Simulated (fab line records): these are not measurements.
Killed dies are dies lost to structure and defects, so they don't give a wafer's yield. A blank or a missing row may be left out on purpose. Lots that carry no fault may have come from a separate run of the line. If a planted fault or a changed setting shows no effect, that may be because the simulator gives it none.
Chamber matching :: flow nand_harc :: NHARC_P_CONTACT_DESCUM_17 on rie_diel-08 has 4 sister chambers
The step chemistry O2, time 3 s. 8 wafers are shown with their chamber, then 12 later ones without.

WAFERS PAIRED WITH THEIR CHAMBERS
wafer: L086.6
chamber: 1
drypump_motor_current_A (A): 5.6
oes_product_au (a.u.): 1.002

wafer: L089.3
chamber: 1
drypump_motor_current_A (A): 5.5
oes_product_au (a.u.): 1.004

wafer: L089.5
chamber: 2
drypump_motor_current_A (A): 6.0
oes_product_au (a.u.): 0.986

wafer: L091.2
chamber: 3
drypump_motor_current_A (A): 5.9
oes_product_au (a.u.): 0.986

wafer: L091.5
chamber: 0
drypump_motor_current_A (A): 5.3
oes_product_au (a.u.): 0.991

wafer: L092.1
chamber: 2
drypump_motor_current_A (A): 6.1
oes_product_au (a.u.): 1.002

wafer: L092.4
chamber: 0
drypump_motor_current_A (A): 5.3
oes_product_au (a.u.): 1.003

wafer: L092.5
chamber: 3
drypump_motor_current_A (A): 5.8
oes_product_au (a.u.): 0.988

WAFERS WHOSE CHAMBER IS MISSING
wafer: L093.1
drypump_motor_current_A (A): 5.9
oes_product_au (a.u.): 0.983

wafer: L093.4
drypump_motor_current_A (A): 5.5
oes_product_au (a.u.): 0.993

wafer: L093.5
drypump_motor_current_A (A): 5.9
oes_product_au (a.u.): 0.981

wafer: L094.1
drypump_motor_current_A (A): 5.3
oes_product_au (a.u.): 1.010

wafer: L094.2
drypump_motor_current_A (A): 5.5
oes_product_au (a.u.): 1.005

wafer: L094.4
drypump_motor_current_A (A): 6.1
oes_product_au (a.u.): 0.999

wafer: L096.1
drypump_motor_current_A (A): 5.3
oes_product_au (a.u.): 1.011

wafer: L096.5
drypump_motor_current_A (A): 6.1
oes_product_au (a.u.): 0.983

wafer: L096.6
drypump_motor_current_A (A): 5.3
oes_product_au (a.u.): 1.001

wafer: L097.3
drypump_motor_current_A (A): 5.3
oes_product_au (a.u.): 0.999

wafer: L097.4
drypump_motor_current_A (A): 5.5
oes_product_au (a.u.): 1.011

wafer: L097.6
drypump_motor_current_A (A): 6.1
oes_product_au (a.u.): 0.992

CHAMBER TAKEN BY EACH
wafer: L093.1
from the rows above: can't be placed: 3 or 2
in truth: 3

wafer: L093.4
from the rows above: can't be placed: 1 or 0
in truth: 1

wafer: L093.5
from the rows above: can't be placed: 3 or 2
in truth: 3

wafer: L094.1
from the rows above: 0
in truth: 0

wafer: L094.2
from the rows above: 1
in truth: 1

wafer: L094.4
from the rows above: 2
in truth: 2

wafer: L096.1
from the rows above: 0
in truth: 0

wafer: L096.5
from the rows above: 2
in truth: 2

wafer: L096.6
from the rows above: 0
in truth: 0

wafer: L097.3
from the rows above: 0
in truth: 0

wafer: L097.4
from the rows above: 1
in truth: 1

wafer: L097.6
from the rows above: 2
in truth: 2
9 of 12 placed correctly. Unplaceable from these rows: 3, with the true chamber sitting among the candidates in 3. Number placed wrongly: 0.
How it was worked out, from the rows above alone: a wafer's distance from a chamber is the root of the sum, over the readings, of the square of ((its reading less the chamber's mean) divided by the reading's scatter). If the next closest chamber is less than 2 further off than the closest, the wafer can't be placed; otherwise it belongs to the closest. Each chamber's mean is taken over the wafers shown for it. The scatter: the root of (the sum of the squares of (reading less its chamber's mean) over the shown wafers, divided by (wafers less chambers)).
